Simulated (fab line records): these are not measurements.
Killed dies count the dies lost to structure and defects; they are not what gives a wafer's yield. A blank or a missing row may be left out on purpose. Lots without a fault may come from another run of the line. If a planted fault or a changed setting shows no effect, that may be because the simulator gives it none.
fab line records -- flow n5-finfet -- part 1 of 2: steps 1 to 39 of 40
[record] lots = 7, wafers = 18, last-day = 18
route steps=1938 shown BEOL_M13@1673 BEOL_M15@1830
lots with no fault: from the same line, run without faults
start-h: hours from the record's first day to the start of the lot's first wafer shown -- wait-h: hours since the lot's step before -- " repeats the value in the row above -- L1.1+2: one row covering several wafers at once -- - no value, or no start given -- * or withheld: withheld -- < > ~ a bound
route shown NAME@n: names a module that has steps shown in the file, with the first one's number in the route -- usual: mean/standard deviation of fault-free wafers -- same: alike in all rows -- chamber/n: place in a boat -- sites: readings site by site -- _std_site: the standard deviation of these -- _edge_site: mean of outer sites minus mean of inner sites -- radius-mm: how far each site lies from the wafer's centre -- mask NAME#n: copy n -- behind: the most recent tool/chamber to have shaped the wafer -- hold: the reason the lot was held/the length of the hold in hours/how it ended -- device: names the non-switching transistor (n, p or np) -- end of line: at the end of the route, the tests of the same wafers -- a step with no rows: only its recipe -- killed: the dies lost at the first sort to structure and to defects; this is not the yield of the wafer -- map: dies across one wafer; x = killed, . = not, _ = none there
set.NAME: the setting as run; set.NAME@STEP: as run at that earlier step -- model.NAME: the simulator's own value behind a step, which no gauge read
a table for each step, a row for each wafer; lots at some steps of the route
services: the hour from which a tool's chamber was out of use, counted from the record's first day as start-h (under 0 if before that day), plus the number of hours and why
[[steps]]
[step N5_BEOL_M13_ETCH_59]
[recipe] chemistry = N2/H2, target = BARC, target-depth-a = 890, overetch-a = 267, time-s = 67.9, ion-energy-ev = 200, pressure-mtorr = 30, source-w = 840, bias-w = 150, n2-flow-sccm = 200, h2-flow-sccm = 200
[usual] drypump-motor-current-A = 5.7/0.35, oes-product-au = 0.66/0.067, rf-vpp-V = 523/3.1, showerhead-plenum-p-Torr = 2.52/0.11, throttle-valve-pct = 17.9/0.31
lot.wafer,tool,chamber,start-h,wait-h,drypump-motor-current-A,oes-product-au,rf-hours-counter-h,rf-vpp-V,showerhead-plenum-p-Torr,throttle-valve-pct
L902.2,rie-diel-05,1,264.17,0.0,5.2,0.72,48,523,2.48,17.8
L902.3,rie-diel-05,3,264.17,0.0,5.5,0.75,40,522,2.49,17.8
L902.4,rie-diel-05,2,264.17,0.0,6.0,0.60,229,525,2.62,17.6
L903.2,rie-diel-06,1,275.14,0.0,5.9,0.64,162,518,2.34,18.3
L903.6,rie-diel-06,2,275.14,0.0,5.9,0.61,-,520,2.42,18.3
L907.2,rie-diel-02,0,285.61,0.0,5.4,0.79,10,527,2.59,17.5
L907.6,rie-diel-02,1,285.61,0.0,6.3,0.65,-,528,2.67,18.3
L908.2,rie-diel-05,2,297.42,0.0,6.1,0.59,240,523,2.61,17.6
L908.3,rie-diel-05,3,297.42,0.0,5.6,0.74,51,522,2.48,17.9
L916.3,rie-diel-05,0,338.29,0.0,6.2,0.59,204,524,2.52,18.0
L916.5,rie-diel-05,3,338.29,0.0,5.6,0.73,-,522,2.48,17.9
L916.6,rie-diel-05,1,338.29,0.0,5.2,0.70,-,521,2.47,17.9
L922.1,rie-diel-06,0,389.46,0.0,5.8,0.65,168,526,2.65,18.1
L922.4,rie-diel-06,3,389.46,0.0,5.3,0.72,63,526,2.68,17.5
L922.5,rie-diel-06,0,389.46,0.0,5.7,0.65,-,525,2.65,18.1
L923.3,rie-diel-05,2,397.97,0.0,6.0,0.79,11,527,2.60,17.2
L923.4,rie-diel-05,3,397.97,0.0,5.6,0.70,-,522,2.47,17.9
L923.6,rie-diel-05,1,397.97,0.0,5.2,0.67,-,521,2.46,17.9
[step N5_BEOL_M13_VIA_ETCH_16]
[recipe] chemistry = C4F8/O2/Ar, target = SiOC, pressure-mtorr = 30, source-w = 3000, bias-w = 700, Ar_flow_sccm = 400, C4F8_flow_sccm = 15, O2_flow_sccm = 8, he-inner-torr = 15, he-outer-torr = 30, target-depth-a = 9217, time-s = withheld, ion-energy-ev = 250, ends = cleared
[usual] drypump-motor-current-A = 5.7/0.35, oes-product-au = 0.70/0.074, rf-vpp-V = 665/4, showerhead-plenum-p-Torr = 3.39/0.13, throttle-valve-pct = 24.24/0.28
lot.wafer,tool,chamber,start-h,wait-h,drypump-motor-current-A,oes-product-au,rf-vpp-V,showerhead-plenum-p-Torr,throttle-valve-pct
L902.2,rie-diel-05,1,264.22,0.0,5.2,0.76,662,3.34,24.21
L902.3,rie-diel-05,3,264.22,0.0,5.6,0.81,664,3.36,24.15
L902.4,rie-diel-05,2,264.22,0.0,6.1,0.61,666,3.50,23.93
L903.2,rie-diel-06,1,275.19,0.0,5.9,0.66,658,3.16,24.66
L903.6,rie-diel-06,2,275.19,0.0,5.9,0.64,662,3.27,24.59
L907.2,rie-diel-02,0,285.66,0.0,5.4,0.84,666,3.49,23.89
L907.6,rie-diel-02,1,285.66,0.0,6.4,0.68,671,3.56,24.57
L908.2,rie-diel-05,2,297.47,0.0,6.1,0.62,669,3.49,23.93
L908.3,rie-diel-05,3,297.47,0.0,5.6,0.78,663,3.35,24.17
L916.3,rie-diel-05,0,338.34,0.0,6.2,0.63,665,3.40,24.28
L916.5,rie-diel-05,3,338.34,0.0,5.6,0.77,663,3.35,24.18
L916.6,rie-diel-05,1,338.34,0.0,5.1,0.73,663,3.33,24.26
L922.1,rie-diel-06,0,389.51,0.0,5.7,0.68,669,3.54,24.34
L922.4,rie-diel-06,3,389.51,0.0,5.3,0.78,671,3.60,23.87
L922.5,rie-diel-06,0,389.51,0.0,5.7,0.68,670,3.54,24.33
L923.3,rie-diel-05,2,398.02,0.0,6.0,0.84,667,3.48,23.63
L923.4,rie-diel-05,3,398.02,0.0,5.6,0.74,661,3.34,24.19
L923.6,rie-diel-05,1,398.02,0.0,5.2,0.72,664,3.32,24.27
[step N5_BEOL_M13_STRIP_63]
[recipe] chemistry = N2/H2, power-w = 1000, temp-c = 250, h2-frac = 0.65, overash-fraction = 0.3, pressure-mtorr = 1000, n2-flow-sccm = 1750, h2-flow-sccm = 3250
[step N5_BEOL_M13_STRIP_64]
[recipe] chemistry = N2/H2, power-w = 1000, temp-c = 250, h2-frac = 0.65, overash-fraction = 0.3, pressure-mtorr = withheld, n2-flow-sccm = 1750, h2-flow-sccm = 3250
[step N5_BEOL_M13_STRIP_71]
[recipe] chemistry = post-etch-residue-remover, time-s = 60, temp-c = 25, remover-ph = withheld, remover-water-wt-pct = withheld, remover-fluoride-wt-pct = withheld
[step N5_BEOL_M13_SRD_72]
[recipe] time-s = 30, temp-c = 23, rinse-liquid = diw, dry = n2-spin, spin-rpm = 1500, dry-time-s = 30
[step N5_BEOL_M13_CD_MEAS_17]
[recipe] target-cd-nm = 190, polarity = opening
[usual] cd-nm = 189.3/1.5
lot.wafer,tool,chamber,start-h,wait-h,cd-nm
L902.2,cd-sem-02,-,264.67,0.0,192.3
L902.3,cd-sem-02,-,264.67,0.0,190.2
L902.4,cd-sem-02,-,264.67,0.0,190.9
L903.2,cd-sem-01,-,275.64,0.0,187.4
L903.6,cd-sem-01,-,275.64,0.0,189.1
L907.2,cd-sem-01,-,286.10,0.0,188.0
L907.6,cd-sem-01,-,286.10,0.0,189.8
L908.2,cd-sem-01,-,297.91,0.0,185.4
L908.3,cd-sem-01,-,297.91,0.0,185.3
L916.3,cd-sem-03,-,338.79,0.0,189.6
L916.5,cd-sem-03,-,338.79,0.0,189.6
L916.6,cd-sem-03,-,338.79,0.0,189.4
L922.1,cd-sem-03,-,389.95,0.0,189.4
L922.4,cd-sem-03,-,389.95,0.0,190.4
L922.5,cd-sem-03,-,389.95,0.0,189.4
L923.3,cd-sem-01,-,398.47,0.0,190.5
L923.4,cd-sem-01,-,398.47,0.0,190.3
L923.6,cd-sem-01,-,398.47,0.0,188.7
[step N5_BEOL_M13_COAT_65]
[recipe] resist = SOC, temp-c = 250, time-s = 60, spin-rpm = 1500, resist-thk-nm = 350
[step N5_BEOL_M13_COAT_66]
[recipe] resist = SiARC, temp-c = 220, time-s = 60, spin-rpm = 1500, resist-thk-nm = 110
[step N5_BEOL_M13_COAT_22]
[recipe] spin-rpm = 2888, resist-thk-nm = 300
[step N5_BEOL_M13_EBR_24]
[recipe] solvent = PGMEA, ebr-width-mm = 1.5
[step N5_BEOL_M13_SOFTBAKE_23]
[recipe] temp-c = 130, time-s = 60
[step N5_BEOL_M13_EXPOSE_25]
[recipe] mask-id = M13, na = 0.93, source-shape = conventional, sigma-outer = 0.4, polarization = unpolarized, target-cd-nm = 210, dose-mj = 22
[same] na = 0.93
lot.wafer,tool,chamber,start-h,wait-h,mask
L902.2+3+4,krf-scanner-02,0,264.95,-,M13#0
L903.2+6,krf-scanner-01,0,275.80,-,M13#0
L907.2+6,krf-scanner-01,0,286.39,-,M13#0
L908.2+3,krf-scanner-01,0,298.20,-,M13#0
L916.3+5+6,krf-scanner-02,0,339.08,-,M13#0
L922.1+4+5,krf-scanner-02,0,390.23,-,M13#0
L923.3+4+6,krf-scanner-01,0,398.76,-,M13#0
[step N5_BEOL_M13_PEB_26]
[recipe] peb-temp-c = 130, peb-time-s = 90
[step N5_BEOL_M13_DEVELOP_27]
[recipe] develop-time-s = 45, rinse-liquid = diw, dry = air-spin, dev-temp-c = 21
[step N5_BEOL_M13_HARDBAKE_32]
[recipe] temp-c = 130, time-s = 120
[step N5_BEOL_M13_CD_MEAS_28]
[recipe] target-cd-nm = 209.5, landing-energy-ev = 500, detector = se-inlens
[usual] cd-nm = 209.4/0.99
lot.wafer,tool,chamber,start-h,wait-h,cd-nm
L902.2,cd-sem-02,0,265.12,-,211.4
L902.3,cd-sem-02,0,265.12,-,211.4
L902.4,cd-sem-02,0,265.12,-,210.8
L903.2,cd-sem-01,0,275.97,-,247.1
L903.6,cd-sem-01,0,275.97,-,247.3
L907.2,cd-sem-02,0,286.56,-,246.7
L907.6,cd-sem-02,0,286.56,-,246.2
L908.2,cd-sem-01,0,298.36,-,248.3
L908.3,cd-sem-01,0,298.36,-,208.3
L916.3,cd-sem-02,0,339.24,-,210.7
L916.5,cd-sem-02,0,339.24,-,210.1
L916.6,cd-sem-02,0,339.24,-,210.3
L922.1,cd-sem-01,0,390.40,-,210.5
L922.4,cd-sem-01,0,390.40,-,210.0
L922.5,cd-sem-01,0,390.40,-,210.7
L923.3,cd-sem-03,0,398.92,-,208.4
L923.4,cd-sem-03,0,398.92,-,208.9
L923.6,cd-sem-03,0,398.92,-,209.3
[step N5_BEOL_M13_OVL_MEAS_29]
[recipe] points-per-wafer = 44
[usual] M13_OVL = 5/5.3
lot.wafer,tool,chamber,start-h,wait-h,M13_OVL[nm]
L902.2,overlay-02,0,265.15,0.0,8
L902.3,overlay-02,0,265.15,0.0,12
L902.4,overlay-02,0,265.15,0.0,0
L903.2,overlay-02,0,276.00,0.0,8
L903.6,overlay-02,0,276.00,0.0,9
L907.2,overlay-02,0,286.59,0.0,-6
L907.6,overlay-02,0,286.59,0.0,1
L908.2,overlay-01,0,298.39,0.0,-10
L908.3,overlay-01,0,298.39,0.0,2
L916.3,overlay-01,0,339.27,0.0,9
L916.5,overlay-01,0,339.27,0.0,13
L916.6,overlay-01,0,339.27,0.0,-1
L922.1,overlay-01,0,390.43,0.0,0
L922.4,overlay-01,0,390.43,0.0,12
L922.5,overlay-01,0,390.43,0.0,3
L923.3,overlay-01,0,398.95,0.0,5
L923.4,overlay-01,0,398.95,0.0,0
L923.6,overlay-01,0,398.95,0.0,10
[step N5_BEOL_M13_INSPECT_30]
[recipe] mode = adi, inspect-instrument = macro
[usual] raw-defect-count = 2.1/1.5
lot.wafer,tool,chamber,start-h,wait-h,raw-defect-count
L902.2,defect-inspect-01,-,265.17,0.0,2
L902.3,defect-inspect-01,-,265.17,0.0,2
L902.4,defect-inspect-01,-,265.17,0.0,3
L903.2,defect-inspect-02,-,276.02,0.0,5
L903.6,defect-inspect-02,-,276.02,0.0,4
L907.2,defect-inspect-01,-,286.61,0.0,4
L907.6,defect-inspect-01,-,286.61,0.0,2
L908.2,defect-inspect-01,-,298.42,0.0,0
L908.3,defect-inspect-01,-,298.42,0.0,2
L916.3,defect-inspect-02,-,339.29,0.0,7
L916.5,defect-inspect-02,-,339.29,0.0,3
L916.6,defect-inspect-02,-,339.29,0.0,4
L922.1,defect-inspect-01,-,390.46,0.0,5
L922.4,defect-inspect-01,-,390.46,0.0,2
L922.5,defect-inspect-01,-,390.46,0.0,2
L923.3,defect-inspect-01,-,398.97,0.0,2
L923.4,defect-inspect-01,-,398.97,0.0,5
L923.6,defect-inspect-01,-,398.97,0.0,3
[step N5_BEOL_M13_DESCUM_33]
[recipe] chemistry = O2, time-s = 7.9, source-power-w = 50, bias-power-w = 20, pressure-mtorr = 20, rf-frequency-hz = 2.712e+07, temp-c = 40, o2-flow-sccm = 225
[usual] drypump-motor-current-A = 5.7/0.32, oes-product-au = 0.78/0.081, rf-vpp-V = 242.9/1.8, showerhead-plenum-p-Torr = 2.08/0.098, throttle-valve-pct = 20.5/0.33
lot.wafer,tool,chamber,start-h,wait-h,drypump-motor-current-A,oes-product-au,rf-hours-counter-h,rf-vpp-V,showerhead-plenum-p-Torr,throttle-valve-pct,model.BEOL_M13.cd-nm
L902.2,rie-diel-06,3,265.44,0.3,5.3,0.93,26,246.3,2.22,20.0,211.8
L902.3,rie-diel-06,1,265.44,0.3,5.9,0.74,160,241.0,1.93,21.0,211
L902.4,rie-diel-06,2,265.44,0.3,5.8,0.71,189,242.3,2.00,20.8,211
L903.2,rie-diel-06,1,276.06,0.0,6.0,0.73,163,240.8,1.93,21.0,247
L903.6,rie-diel-06,2,276.06,0.0,5.9,0.70,-,240.8,2.00,20.8,247.4
L907.2,rie-diel-02,2,286.69,0.1,5.5,0.75,146,242.7,2.01,20.4,246.6
L907.6,rie-diel-02,3,286.69,0.1,5.5,0.72,-,243.6,2.07,20.6,246.4
L908.2,rie-diel-06,0,298.45,0.0,5.7,0.77,140,246.0,2.18,20.5,248.4
L908.3,rie-diel-06,2,298.45,0.0,5.9,0.70,200,241.0,1.99,20.8,208.2
L916.3,rie-diel-02,1,339.35,0.1,6.3,0.76,146,244.3,2.19,20.9,210.8
L916.5,rie-diel-02,2,339.35,0.1,5.5,0.74,-,242.4,2.01,20.4,210
L916.6,rie-diel-02,1,339.35,0.1,6.3,0.75,-,244.1,2.19,20.9,210.2
L922.1,rie-diel-06,3,390.49,0.0,5.3,0.86,63,245.7,2.21,20.1,210.4
L922.4,rie-diel-06,1,390.49,0.0,5.9,0.71,198,240.7,1.92,21.0,210.2
L922.5,rie-diel-06,2,390.49,0.0,5.9,0.68,-,240.9,1.99,20.9,210.8
L923.3,rie-diel-02,2,399.01,0.0,5.5,0.73,178,241.2,2.00,20.4,208.2
L923.4,rie-diel-02,0,399.01,0.0,5.4,0.87,43,243.3,2.13,20.1,208.6
L923.6,rie-diel-02,2,399.01,0.0,5.5,0.73,-,241.5,2.00,20.4,209.2
[step N5_BEOL_M13_ETCH_67]
[recipe] chemistry = CF4, target = SiARC, target-depth-a = 1430, time-s = 238.3, ion-energy-ev = 80, pressure-mtorr = 40, source-w = 545, bias-w = 36, Ar_flow_sccm = 100, cf4-flow-sccm = 100, ends = cleared
[usual] drypump-motor-current-A = 5.7/0.32, etch-rf-on-time-s = 237/3, oes-product-au = 0.66/0.068, rf-vpp-V = 183.9/1.5, showerhead-plenum-p-Torr = 2.13/0.099, throttle-valve-pct = 15.7/0.3
lot.wafer,tool,chamber,start-h,wait-h,drypump-motor-current-A,etch-rf-on-time-s,oes-product-au,rf-hours-counter-h,rf-vpp-V,showerhead-plenum-p-Torr,throttle-valve-pct
L902.2,rie-diel-06,3,265.47,0.0,5.3,236,0.78,26,185.4,2.28,15.2
L902.3,rie-diel-06,1,265.47,0.0,5.9,236,0.64,160,181.9,1.98,16.1
L902.4,rie-diel-06,2,265.47,0.0,5.9,240,0.60,189,183.7,2.05,16.0
L903.2,rie-diel-06,1,276.09,0.0,5.9,232,0.64,163,181.1,1.98,16.1
L903.6,rie-diel-06,2,276.09,0.0,5.9,239,0.60,-,182.6,2.05,16.0
L907.2,rie-diel-02,2,286.73,0.0,5.5,236,0.64,146,182.3,2.06,15.6
L907.6,rie-diel-02,3,286.73,0.0,5.5,237,0.63,-,184.5,2.13,15.8
L908.2,rie-diel-06,0,298.49,0.0,5.7,241,0.67,140,184.8,2.23,15.7
L908.3,rie-diel-06,2,298.49,0.0,5.8,240,0.59,200,182.8,2.04,16.0
L916.3,rie-diel-02,1,339.38,0.0,6.3,236,0.64,146,184.1,2.23,16.0
L916.5,rie-diel-02,2,339.38,0.0,5.5,240,0.63,-,184.3,2.05,15.6
L916.6,rie-diel-02,1,339.38,0.0,6.3,238,0.64,-,184.1,2.23,16.0
L922.1,rie-diel-06,3,390.53,0.0,5.3,239,0.73,63,184.4,2.26,15.3
L922.4,rie-diel-06,1,390.53,0.0,5.9,236,0.61,198,181.4,1.97,16.1
L922.5,rie-diel-06,2,390.53,0.0,5.9,242,0.58,-,182.4,2.04,16.1
L923.3,rie-diel-02,2,399.04,0.0,5.5,238,0.62,178,182.3,2.05,15.6
L923.4,rie-diel-02,0,399.04,0.0,5.4,234,0.74,43,185.2,2.18,15.3
L923.6,rie-diel-02,2,399.04,0.0,5.5,238,0.61,-,183.6,2.05,15.6
[step N5_BEOL_M13_ETCH_68]
[recipe] chemistry = N2/H2, target = SOC, mask-material = SiARC, source-w = 3000, bias-w = 350, temp-c = 40, time-s = 355, ion-energy-ev = 200, pressure-mtorr = 30, n2-flow-sccm = 200, h2-flow-sccm = 200
[usual] drypump-motor-current-A = 5.7/0.32, oes-product-au = 0.78/0.079, rf-vpp-V = 523/3.7, showerhead-plenum-p-Torr = 2.52/0.12, throttle-valve-pct = 17.9/0.33
lot.wafer,tool,chamber,start-h,wait-h,drypump-motor-current-A,oes-product-au,rf-hours-counter-h,rf-vpp-V,showerhead-plenum-p-Torr,throttle-valve-pct
L902.2,rie-diel-06,3,265.62,0.1,5.3,0.92,26,528,2.69,17.3
L902.3,rie-diel-06,1,265.62,0.1,5.9,0.74,160,518,2.34,18.2
L902.4,rie-diel-06,2,265.62,0.1,5.9,0.71,190,519,2.43,18.2
L903.2,rie-diel-06,1,276.24,0.1,5.9,0.74,163,517,2.34,18.2
L903.6,rie-diel-06,2,276.24,0.1,5.9,0.71,-,521,2.42,18.2
L907.2,rie-diel-02,2,286.87,0.1,5.5,0.75,146,522,2.44,17.6
L907.6,rie-diel-02,3,286.87,0.1,5.5,0.72,-,523,2.52,17.9
L908.2,rie-diel-06,0,298.63,0.1,5.7,0.78,141,527,2.66,18.0
L908.3,rie-diel-06,2,298.63,0.1,5.9,0.70,200,519,2.42,18.2
L916.3,rie-diel-02,1,339.53,0.1,6.4,0.75,146,527,2.66,18.2
L916.5,rie-diel-02,2,339.53,0.1,5.5,0.73,-,521,2.43,17.7
L916.6,rie-diel-02,1,339.53,0.1,6.3,0.75,-,527,2.66,18.2
L922.1,rie-diel-06,3,390.67,0.1,5.3,0.85,63,527,2.68,17.4
L922.4,rie-diel-06,1,390.67,0.1,5.9,0.71,199,518,2.32,18.2
L922.5,rie-diel-06,2,390.67,0.1,5.9,0.68,-,520,2.41,18.3
L923.3,rie-diel-02,2,399.19,0.1,5.5,0.73,178,519,2.43,17.7
L923.4,rie-diel-02,0,399.19,0.1,5.4,0.86,44,526,2.58,17.5
L923.6,rie-diel-02,2,399.19,0.1,5.5,0.73,-,519,2.43,17.7
[step N5_BEOL_M13_STRIP_69]
[recipe] chemistry = N2/H2, temp-c = 40, n2-flow-sccm = 200, h2-flow-sccm = 200, rf-frequency-hz = 6e+07
[step N5_BEOL_M13_TRENCH_ETCH_34]
[recipe] chemistry = C4F8/O2/Ar, target = SiOC, target-depth-a = 4134.7, mask-material = SOC, pressure-mtorr = 30, source-w = 3000, bias-w = 700, Ar_flow_sccm = 400, C4F8_flow_sccm = 15, O2_flow_sccm = 8, he-inner-torr = 15, he-outer-torr = 30, time-s = 162.6, ion-energy-ev = 250
[step N5_BEOL_M13_STRIP_70]
[recipe] chemistry = C4F8/O2/Ar, resist = SiARC, rf-frequency-hz = 6e+07
[step N5_BEOL_M13_STRIP_37]
[recipe] chemistry = N2/H2, power-w = 1000, temp-c = 250, h2-frac = 0.65, overash-fraction = 0.3, pressure-mtorr = withheld, n2-flow-sccm = 1750, h2-flow-sccm = 3250
[step N5_BEOL_M13_ETCH_38]
[recipe] chemistry = CF4/N2, target = SiCN, target-depth-a = 675, taper-deg = 2, time-s = 71.9, ion-energy-ev = 150, mask-material = SiO2, pressure-mtorr = 40, source-w = 430, bias-w = 70, Ar_flow_sccm = 100, cf4-flow-sccm = 60, n2-flow-sccm = 60
[usual] drypump-motor-current-A = 5.7/0.34, oes-product-au = 0.78/0.08, rf-vpp-V = 382.0/2.4, showerhead-plenum-p-Torr = 2.19/0.092, throttle-valve-pct = 15.50/0.3
lot.wafer,tool,chamber,start-h,wait-h,drypump-motor-current-A,oes-product-au,rf-hours-counter-h,rf-vpp-V,showerhead-plenum-p-Torr,throttle-valve-pct,model.BEOL_M13.cd-nm
L902.2,rie-diel-02,1,266.57,-,6.3,0.77,125,386.5,2.31,15.80,213.2
L902.3,rie-diel-02,2,266.57,-,5.5,0.76,139,380.0,2.12,15.38,211.6
L902.4,rie-diel-02,3,266.57,-,5.5,0.73,189,381.6,2.19,15.63,210.4
L903.2,rie-diel-02,1,278.37,-,6.3,0.77,129,384.2,2.31,15.80,247.4
L903.6,rie-diel-02,0,278.37,-,5.4,0.94,-,383.1,2.25,15.05,246.4
L907.2,rie-diel-06,1,287.45,-,5.9,0.73,167,377.8,2.04,15.90,248.6
L907.6,rie-diel-06,2,287.45,-,5.9,0.70,-,380.0,2.11,15.84,248
L908.2,rie-diel-06,2,302.67,-,5.9,0.69,201,379.4,2.10,15.85,247.6
L908.3,rie-diel-06,0,302.67,-,5.7,0.78,142,383.8,2.30,15.55,207.2
L916.3,rie-diel-06,1,340.52,-,5.9,0.74,183,379.7,2.03,15.94,212.2
L916.5,rie-diel-06,2,340.52,-,5.9,0.70,-,380.4,2.10,15.88,211.2
L916.6,rie-diel-06,1,340.52,-,5.9,0.74,-,377.0,2.03,15.94,211.2
L922.1,rie-diel-05,1,398.75,-,5.2,0.78,92,380.7,2.14,15.48,211.6
L922.4,rie-diel-05,1,398.75,-,5.2,0.79,-,380.2,2.14,15.48,210
L922.5,rie-diel-05,2,398.75,-,6.0,0.94,-,383.4,2.25,14.92,209
L923.3,rie-diel-05,1,401.62,-,5.2,0.79,93,381.8,2.14,15.49,208
L923.4,rie-diel-05,1,401.62,-,5.2,0.79,-,380.3,2.14,15.49,210.4
L923.6,rie-diel-05,2,401.62,-,6.1,0.93,-,382.7,2.25,14.92,209.6
[step N5_BEOL_M13_PRECLEAN_39]
[recipe] chemistry = residue-remover, time-s = 60, temp-c = 40
[step N5_BEOL_M13_SRD_40]
[recipe] time-s = 30, temp-c = 23, rinse-liquid = diw, dry = n2-spin, spin-rpm = 1500, dry-time-s = 30
[step N5_BEOL_M13_DEGAS_41]
[recipe] ambient = vacuum, temp-c = 250, time-s = 60
[step N5_BEOL_M13_PRE_CLEAN_42]
[recipe] gas = H2/He, time-s = 30, temp-c = 250
[usual] heater-power-w = 332/35
lot.wafer,tool,chamber,start-h,wait-h,heater-power-w
L902.2,pvd-sputter-03,-,267.32,0.0,375
L902.3,pvd-sputter-03,-,267.32,0.0,331
L902.4,pvd-sputter-03,-,267.32,0.0,346
L903.2,pvd-sputter-02,-,278.96,0.0,283
L903.6,pvd-sputter-02,-,278.96,0.0,376
L907.2,pvd-sputter-01,-,288.26,0.0,280
L907.6,pvd-sputter-01,-,288.26,0.0,373
L908.2,pvd-sputter-01,-,303.12,0.0,371
L908.3,pvd-sputter-01,-,303.12,0.0,284
L916.3,pvd-sputter-03,-,340.89,0.0,359
L916.5,pvd-sputter-03,-,340.89,0.0,327
L916.6,pvd-sputter-03,-,340.89,0.0,333
L922.1,pvd-sputter-03,-,399.27,0.0,334
L922.4,pvd-sputter-03,-,399.27,0.0,347
L922.5,pvd-sputter-03,-,399.27,0.0,358
L923.3,pvd-sputter-03,-,402.21,0.0,326
L923.4,pvd-sputter-03,-,402.21,0.0,358
L923.6,pvd-sputter-03,-,402.21,0.0,351
[step N5_BEOL_M13_SPUTTER_43]
[recipe] material = TaN, target-thk-a = 150, temp-c = 50, bias-v = 168.6, power-w = 15000, chamber-pressure-pa = 0.12, time-s = 24.19
[step N5_BEOL_M13_SPUTTER_44]
[recipe] material = Ta, target-thk-a = 100, temp-c = 50, bias-v = 80, power-w = 15000, chamber-pressure-pa = 0.07, time-s = 16.13
[step N5_BEOL_M13_SPUTTER_45]
[recipe] material = Cu, target-thk-a = 800, temp-c = -20, bias-v = 60, power-w = 26000, chamber-pressure-pa = 0.13, time-s = 13.33
[step N5_BEOL_M13_ECD_47]
[recipe] material = Cu, target-thk-a = 9360
[step N5_BEOL_M13_ANNEAL_48]
[recipe] temp-c = 225, time-s = 90, ambient = N2
[step N5_BEOL_M13_CMP_49]
[recipe] stop-on = SiOC, t-overpolish-s = 17.1, down-force-psi = 1, platen-rpm = 50, clearing-platen-down-force-psi = 1.5, clearing-platen-rpm = 50, post-cmp-clean = cu-alkaline, target-thk-nm = 420, clearing-platen-pad-velocity-m-s = 0.99484, pad-velocity-m-s = 0.99484
[step N5_BEOL_M13_PRE_CLEAN_52]
[recipe] gas = NH3, time-s = 15, temp-c = withheld, rf-power-w = 300
[step N5_BEOL_M13_DEP_53]
[recipe] material = SiCN, target-thk-a = 500, temp-c = withheld, precursor = 3MS/NH3, pressure-torr = 3, rf-w = 675, time-s = 17.8
[[key]]
[first-sign] step = N5_BEOL_M13_CD_MEAS_28, reading = cd-nm, direction = up, sigmas = 38, usual = 209.4, struck = 247.1
[effect] step = N5_BEOL_M15_RC_MEAS_101, reading = SERP_M13, direction = down, sigmas = 11, usual = 0.309, struck = 0.246
[model-effect] step = N5_BEOL_M13_DESCUM_33, value = BEOL_M13.cd-nm, without = 209, struck = 247.2
[model-effect] step = N5_BEOL_M13_ETCH_38, value = BEOL_M13.cd-nm, without = 209.5, struck = 247.6
met-at N5_BEOL_M13_EXPOSE_25
struck-wafers L903.2,L903.6,L907.2,L907.6,L908.2
later-rows-left-out L903.2
sort-left-out L903.2,L903.6,L907.2,L907.6,L908.2
[fault] kind = process-parameter-drift, tool = krf-scanner-01, chamber = -, onset-h = 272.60, steps = N5_BEOL_M13_EXPOSE_25, channel = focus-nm, offset = 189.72, shape = step, end-h = 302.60, scope = struck-wafers-only
// sort-left-out: the simulated sort isn't trusted on such a fault, so these wafers' sort isn't shown, and their yield isn't known
// later-rows-left-out: the simulator's readings of these wafers behind a module that went badly wrong aren't trusted and aren't shown, but for the sort
